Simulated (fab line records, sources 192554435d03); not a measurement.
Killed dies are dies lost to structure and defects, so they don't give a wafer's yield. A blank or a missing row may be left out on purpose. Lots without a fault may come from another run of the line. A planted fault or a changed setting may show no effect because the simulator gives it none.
fab line records | flow n5_finfet
record lots=6 wafers=18 last_day=18
route steps=1938 shown BEOL_M6@1200 PASSIVATION@1936
lots that met no fault: from a run of the same line without faults
start_h: hours from the record's first day to the start of the lot's first wafer shown | wait_h: hours since the lot's step before | " the same as in the row above | L1.1+2: a row that stands for several wafers | - no value, or no start given | * or withheld: withheld | < > ~ a bound
route shown NAME@n: a module of which the file shows steps, and the number in the route of the first | usual: mean/standard deviation of fault-free wafers | same: alike in all rows | chamber/n: place in a boat | sites: the reading at each site | _std_site: their standard deviation | _edge_site: outer sites' mean less inner sites' | radius_mm: how far each site lies from the wafer's centre | mask NAME#n: copy n | behind: the tool/chamber that last shaped the wafer | hold: why the lot was held/for how many hours/how that ended | device: the transistor (n, p or np) that didn't switch | end of line: the same wafers' tests at the end of the route | a step without rows: its recipe alone | killed: dies lost to structure and defects at the first sort, not the wafer's yield | map: a wafer's dies, x killed, . not, _ none there
set.NAME: the setting as run; set.NAME@STEP: as run at that earlier step | model.NAME: the simulator's own value behind a step, which no gauge read
lots at some steps of the route; a table a step, a row a wafer
services: from which hour (start_h, from the record's first day; less than 0 if before it) a tool's chamber was out of use, for how many hours, and why
## steps
# step N5_BEOL_M6_COAT_60
# recipe resist=SiARC temp_c=220 time_s=60 spin_rpm=1500 resist_thk_nm=35
# step N5_BEOL_M6_COAT_05
# recipe resist=CAR-ArF spin_rpm=1500 resist_thk_nm=90
# step N5_BEOL_M6_EBR_07
# recipe solvent=PGMEA ebr_width_mm=1.5
# step N5_BEOL_M6_SOFTBAKE_06
# recipe temp_c=110 time_s=60 resist=CAR-ArF
# step N5_BEOL_M6_EXPOSE_08
# recipe mask_id=M6 na=1.35 source_shape=dipole sigma_inner=0.817 sigma_outer=0.97 polarization=te dose_mj=68.25
# step N5_BEOL_M6_PEB_09
# recipe peb_temp_c=withheld peb_time_s=60 resist=CAR-ArF
# step N5_BEOL_M6_DEVELOP_10
# recipe develop_time_s=30 developer=TMAH resist=CAR-ArF rinse_liquid=diw dry=air_spin dev_temp_c=23
# step N5_BEOL_M6_CD_MEAS_11
# recipe target_cd_nm=38.5 landing_energy_ev=500 detector=se_inlens polarity=opening
# usual cd_nm=38.7/0.52
# columns lot.wafer tool chamber start_h wait_h cd_nm
L952.3 cd_sem-02 0 181.33 - 38.9
L952.5 " 0 " " 39.9
L952.6 " 0 " " 38.9
L951.1 cd_sem-02 0 197.49 - 38.4
L951.2 " 0 " " 39.2
L951.6 " 0 " " 38.8
L958.1 cd_sem-02 0 229.21 - 38.3
L958.2 " 0 " " 38.6
L958.3 " 0 " " 38.6
L956.3 cd_sem-02 0 237.86 - 38.7
L956.5 " 0 " " 39.2
L956.6 " 0 " " 39.1
L970.3 cd_sem-01 0 300.03 - 39.0
L970.5 " 0 " " 38.7
L970.6 " 0 " " 38.4
L972.1 cd_sem-01 0 322.81 - 38.6
L972.2 " 0 " " 38.5
L972.4 " 0 " " 38.6
# step N5_BEOL_M6_OVL_MEAS_12
# recipe points_per_wafer=44
# usual M6_OVL=0.7/0.75
# columns lot.wafer tool chamber start_h wait_h M6_OVL[nm]
L952.3 overlay-01 0 181.36 0.0 1.9
L952.5 " 0 " " 0.9
L952.6 " 0 " " -1.0
L951.1 overlay-01 0 197.52 0.0 1.4
L951.2 " 0 " " -0.1
L951.6 " 0 " " 0.2
L958.1 overlay-01 0 229.24 0.0 0.5
L958.2 " 0 " " 0.5
L958.3 " 0 " " 0.8
L956.3 overlay-01 0 237.88 0.0 0.9
L956.5 " 0 " " 0.4
L956.6 " 0 " " 0.4
L970.3 overlay-01 0 300.06 0.0 1.3
L970.5 " 0 " " 1.7
L970.6 " 0 " " 0.4
L972.1 overlay-01 0 322.84 0.0 0.8
L972.2 " 0 " " 0.9
L972.4 " 0 " " 1.4
# step N5_BEOL_M6_INSPECT_13
# recipe mode=adi inspect_instrument=brightfield
# usual raw_defect_count=430/100
# columns lot.wafer tool chamber start_h wait_h raw_defect_count
L952.3 defect_inspect-02 - 181.39 0.0 426
L952.5 " - " " 366
L952.6 " - " " 461
L951.1 defect_inspect-02 - 197.55 0.0 287
L951.2 " - " " 349
L951.6 " - " " 406
L958.1 defect_inspect-02 - 229.27 0.0 549
L958.2 " - " " 420
L958.3 " - " " 492
L956.3 defect_inspect-01 - 237.91 0.0 420
L956.5 " - " " 424
L956.6 " - " " 545
L970.3 defect_inspect-02 - 300.08 0.0 442
L970.5 " - " " 432
L970.6 " - " " 416
L972.1 defect_inspect-01 - 322.86 0.0 339
L972.2 " - " " 381
L972.4 " - " " 362
# step N5_BEOL_M6_DESCUM_16
# recipe chemistry=O2 time_s=7.9 source_power_w=50 bias_power_w=20 pressure_mtorr=20 rf_frequency_hz=2.712e+07 temp_c=40 resist=CAR-ArF o2_flow_sccm=225
# usual drypump_motor_current_A=5.6/0.33 oes_product_au=0.79/0.088 rf_vpp_V=243.2/1.3 showerhead_plenum_p_Torr=2.11/0.064 throttle_valve_pct=20.29/0.19
# columns lot.wafer tool chamber start_h wait_h drypump_motor_current_A oes_product_au rf_hours_counter_h rf_vpp_V showerhead_plenum_p_Torr throttle_valve_pct
L952.3 rie_diel-05 3 181.78 0.4 5.7 0.70 209 242.1 2.09 20.45
L952.5 " 0 " " 5.6 0.87 - 245.2 2.22 20.28
L952.6 " 3 " " 5.7 0.71 - 242.7 2.09 20.44
L951.1 rie_diel-05 2 197.58 0.0 5.8 0.71 202 243.3 2.15 19.96
L951.2 " 0 " " 5.5 0.86 57 244.6 2.21 20.31
L951.6 " 3 " " 5.7 0.70 - 242.1 2.09 20.42
L958.1 rie_diel-05 1 229.30 0.0 5.4 0.93 14 243.0 2.06 20.36
L958.2 " 3 " " 5.7 0.69 223 243.0 2.08 20.45
L958.3 " 0 " " 5.6 0.83 67 245.1 2.21 20.32
L956.3 rie_diel-04 3 237.94 0.0 5.0 0.86 56 244.8 2.22 20.23
L956.5 " 0 " " 5.9 0.75 - 243.1 2.08 20.33
L956.6 " 1 " " 5.4 0.88 - 240.4 2.05 20.02
L970.3 rie_diel-05 2 300.49 0.4 5.8 0.68 237 244.1 2.13 20.00
L970.5 " 0 " " 5.6 0.81 - 244.7 2.20 20.35
L970.6 " 1 " " 5.4 0.89 - 242.6 2.05 20.41
L972.1 rie_diel-05 2 323.26 0.4 5.8 0.66 248 242.7 2.13 20.02
L972.2 " 1 " " 5.4 0.88 49 242.6 2.05 20.43
L972.4 " 0 " " 5.6 0.80 - 244.4 2.20 20.37
# step N5_BEOL_M6_ETCH_61
# recipe chemistry=CF4 target=SiARC target_depth_a=455 mask_material=CAR-ArF time_s=75.8 ion_energy_ev=80 pressure_mtorr=40 source_w=545 bias_w=36 Ar_flow_sccm=100 cf4_flow_sccm=100 ends=cleared
# usual bias_w=36.01/0.11 drypump_motor_current_A=5.6/0.33 etch_rf_on_time_s=75.8/1.5 mfc_ar_sccm=99.95/0.3 oes_product_au=0.68/0.076 rf_vpp_V=184.3/1.2 showerhead_plenum_p_Torr=2.16/0.065 throttle_valve_pct=15.49/0.18
# columns lot.wafer tool chamber start_h wait_h bias_w drypump_motor_current_A etch_rf_on_time_s mfc_ar_sccm oes_product_au rf_hours_counter_h rf_vpp_V showerhead_plenum_p_Torr throttle_valve_pct
L952.3 rie_diel-05 3 181.81 0.0 35.98 5.7 77.7 100.03 0.59 209 184.8 2.13 15.59
L952.5 " 0 " " 35.95 5.6 76.1 100.53 0.73 - 185.7 2.26 15.47
L952.6 " 3 " " 36.19 5.7 77.4 99.83 0.60 - 184.1 2.13 15.59
L951.1 rie_diel-05 2 197.62 0.0 36.01 5.8 76.3 99.97 0.59 202 186.0 2.20 15.31
L951.2 " 0 " " 36.08 5.6 77.6 99.67 0.72 57 186.2 2.26 15.49
L951.6 " 3 " " 36.02 5.7 78.8 100.39 0.58 - 183.5 2.13 15.58
L958.1 rie_diel-05 1 229.34 0.0 36.20 5.4 72.3 100.14 0.81 14 185.1 2.11 15.45
L958.2 " 3 " " 36.03 5.7 76.9 99.56 0.60 223 182.6 2.12 15.61
L958.3 " 0 " " 36.10 5.5 76.2 100.02 0.72 67 184.7 2.25 15.52
L956.3 rie_diel-04 3 237.98 0.0 36.09 5.0 75.0 100.22 0.75 56 183.8 2.25 15.29
L956.5 " 0 " " 36.14 5.9 76.8 99.58 0.63 - 182.5 2.12 15.54
L956.6 " 1 " " 36.09 5.4 76.1 100.04 0.75 - 183.6 2.08 15.05
L970.3 rie_diel-05 2 300.52 0.0 35.99 5.8 75.1 100.13 0.58 237 185.5 2.19 15.43
L970.5 " 0 " " 36.21 5.6 75.9 99.61 0.70 - 185.2 2.25 15.57
L970.6 " 1 " " 35.86 5.4 72.4 100.14 0.77 - 183.6 2.10 15.52
L972.1 rie_diel-05 2 323.30 0.0 35.99 5.8 76.3 99.88 0.58 248 184.1 2.19 15.43
L972.2 " 1 " " 35.80 5.4 73.2 100.55 0.75 49 182.2 2.10 15.54
L972.4 " 0 " " 35.80 5.6 75.9 99.75 0.68 - 184.7 2.24 15.59
# step N5_BEOL_M6_ETCH_62
# recipe chemistry=N2/H2 target=SOC target_depth_a=1100 overetch_a=220 mask_material=SiARC temp_c=40 time_s=165 ion_energy_ev=200 pressure_mtorr=30 source_w=840 bias_w=150 n2_flow_sccm=200 h2_flow_sccm=200
# usual bias_w=150.1/0.41 drypump_motor_current_A=5.6/0.34 oes_product_au=0.67/0.071 rf_vpp_V=524.4/2.5 showerhead_plenum_p_Torr=2.56/0.085 throttle_valve_pct=17.70/0.19
# columns lot.wafer tool chamber start_h wait_h bias_w drypump_motor_current_A oes_product_au rf_hours_counter_h rf_vpp_V showerhead_plenum_p_Torr throttle_valve_pct model.SiARC_of_BEOL_M6_COAT_60.thk_nm
L952.3 rie_diel-05 3 181.87 0.0 150.0 5.7 0.60 209 522.7 2.50 17.57 28.2
L952.5 " 0 " " 150.6 5.6 0.72 - 528.8 2.71 17.78 28.4
L952.6 " 3 " " 149.7 5.7 0.61 - 524.0 2.50 17.56 28.4
L951.1 rie_diel-05 2 197.67 0.0 150.2 5.8 0.59 202 526.7 2.62 17.37 28.4
L951.2 " 0 " " 150.2 5.6 0.72 57 527.2 2.70 17.81 28.6
L951.6 " 3 " " 149.6 5.7 0.60 - 522.9 2.50 17.58 28.2
L958.1 rie_diel-05 1 229.39 0.0 150.0 5.4 0.80 14 522.2 2.50 17.78 28
L958.2 " 3 " " 150.4 5.7 0.59 223 522.6 2.49 17.58 28.2
L958.3 " 0 " " 150.0 5.6 0.71 67 528.6 2.70 17.82 28.4
L956.3 rie_diel-04 3 238.03 0.0 149.3 5.0 0.73 56 527.2 2.69 17.64 28.2
L956.5 " 0 " " 150.0 5.9 0.63 - 524.2 2.53 17.76 28.4
L956.6 " 1 " " 150.5 5.4 0.76 - 521.5 2.51 17.54 28.4
L970.3 rie_diel-05 2 300.58 0.0 149.9 5.8 0.58 237 525.8 2.60 17.44 28.4
L970.5 " 0 " " 116.5 5.6 0.69 - 447.5 2.69 17.86 30.4
L970.6 " 1 " " 150.0 5.4 0.74 - 522.2 2.49 17.82 28
L972.1 rie_diel-05 2 323.35 0.0 150.6 5.8 0.58 248 524.8 2.60 17.46 28.6
L972.2 " 1 " " 150.7 5.4 0.73 49 522.0 2.49 17.86 28.2
L972.4 " 0 " " 116.2 5.6 0.67 - 448.1 2.68 17.88 30.6
# step N5_BEOL_M6_STRIP_68
# recipe chemistry=N2/H2 temp_c=40 n2_flow_sccm=200 h2_flow_sccm=200 rf_frequency_hz=6e+07
# step N5_PASSIVATION_PROBE_49
# usual defect_limited_yield=91.0/1.5 killed_at_M0_to_M3=34/9.1 killed_at_M4_up=14/5.7 killed_at_contacts=13/5.7 killed_at_front_end=42/12 killed_at_other=4/3.4 killed_dies=106/17 killed_open=70/13 killed_short=34/7.5 sort_bin_4_leakage=0.00/0.014 sort_bin_5_function=5.2/0.94 sort_bin_6_memory=3.4/0.69 sort_n_pass=1074/17 sort_yield_pct=91.0/1.5
# same gross_dies=1180 killed_at_back_side=0 sort_bin_8_speed[%]=0
# columns lot.wafer tool chamber start_h wait_h defect_limited_yield[%] killed_at_M0_to_M3 killed_at_M4_up killed_at_contacts killed_at_front_end killed_at_other killed_dies killed_open killed_short sort_bin_4_leakage[%] sort_bin_5_function[%] sort_bin_6_memory[%] sort_n_pass sort_yield_pct[%]
L958.1 prober-02 - 314.37 0.0 91.8 39 16 7 34 1 97 60 34 0 4.2 3.5 1083 91.8
L958.2 prober-02 - 314.42 0.1 90.7 34 26 16 34 0 110 79 31 0 6.4 2.6 1070 90.7
L958.3 prober-02 - 314.47 0.1 90.8 23 15 11 58 2 109 76 32 0 6.0 2.9 1071 90.8
L956.3 prober-01 - 322.99 0.1 91.6 25 14 15 41 4 99 65 33 0 4.8 3.2 1081 91.6
L956.5 prober-01 - 323.09 0.2 90.5 46 12 16 32 6 112 74 36 0 6.1 3.1 1068 90.5
L956.6 prober-01 - 323.14 0.3 91.0 33 11 12 46 4 106 62 41 0 4.8 4.0 1074 91.0
# killed by level:class
L958.1 BEOL_M0_SAQP:geometric_particle:short=9 BEOL_M3:geometric_particle:open=8 BEOL_M1:geometric_particle:open=7 FIN_SAQP:geometric_particle:open=6 MOL_CONTACT_COAG:geometric_particle:open=6 GATE_CUT:geometric_particle:open=5 BEOL_M4:geometric_particle:open=5 BEOL_M2:geometric_particle:short=5
L958.2 BEOL_M4:geometric_particle:open=16 MOL_CONTACT_COAG:geometric_particle:open=14 BEOL_M0_SAQP:geometric_particle:short=10 FIN_SAQP:geometric_particle:open=7 BEOL_M1:geometric_particle:open=7 STI_FIN_REVEAL:geometric_particle:open=6 DUMMY_GATE:geometric_particle:open=6 FIN_SAQP:geometric_particle:short=5
L958.3 FIN_SAQP:geometric_particle:open=21 BEOL_M4:geometric_particle:open=10 MOL_CONTACT_COAG:geometric_particle:open=9 FIN_SAQP:geometric_particle:short=7 DUMMY_GATE:geometric_particle:open=6 BEOL_M0_SAQP:geometric_particle:short=6 GATE_CUT:geometric_particle:short=5 BEOL_M0_SAQP:geometric_particle:open=5
L956.3 MOL_CONTACT_COAG:geometric_particle:open=12 BEOL_M2:geometric_particle:open=11 STI_FIN_REVEAL:geometric_particle:open=9 BEOL_M4:geometric_particle:open=8 GATE_CUT:geometric_particle:short=7 BEOL_M1:geometric_particle:open=6 FIN_SAQP:geometric_particle:open=5 GATE_CUT:geometric_particle:open=5
L956.5 MOL_CONTACT_COAG:geometric_particle:open=13 BEOL_M2:geometric_particle:open=12 BEOL_M1:geometric_particle:open=11 BEOL_M0_SAQP:geometric_particle:short=10 BEOL_M4:geometric_particle:open=9 STI_FIN_REVEAL:geometric_particle:open=6 GATE_CUT:geometric_particle:short=5 BEOL_M0_SAQP:geometric_particle:open=4
L956.6 BEOL_M2:geometric_particle:open=12 STI_FIN_REVEAL:geometric_particle:open=9 MOL_CONTACT_COAG:geometric_particle:open=9 GATE_CUT:geometric_particle:short=8 FIN_SAQP:geometric_particle:open=7 BEOL_M4:geometric_particle:open=6 BEOL_M1:geometric_particle:short=6 STARTING-WAFER:geometric_particle:short=6
## services
# columns tool chamber start_h hours kind
rie_diel-05 3 207.52 3.0 repair
rie_diel-04 2 266.00 8.9 repair
rie_diel-05 3 304.84 - clean
rie_diel-05 3 304.84 - consumable_replace:focus_ring
rie_diel-05 3 304.84 21.1 scheduled_down
rie_diel-05 3 304.84 21.1 vent_cycle
## key
first_sign step=N5_BEOL_M6_ETCH_62 reading=bias_w direction=down sigmas=83 usual=* struck=*
effect step=N5_BEOL_M6_ETCH_62 reading=rf_vpp_V direction=down sigmas=31 usual=524.4 struck=447.8
model_effect step=N5_BEOL_M6_ETCH_62 value=SiARC_of_BEOL_M6_COAT_60.thk_nm without=28.6 struck=30.5
met_at N5_BEOL_M6_ETCH_62
struck_wafers L970.5,L972.4
onset_between 229.39 300.58
fault kind=process_parameter_drift tool=rie_diel-05 chamber=0 onset_h=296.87 steps=N5_BEOL_M6_ETCH_62 channel=bias_w offset=* shape=step end_h=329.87 acts_in=* stated=*
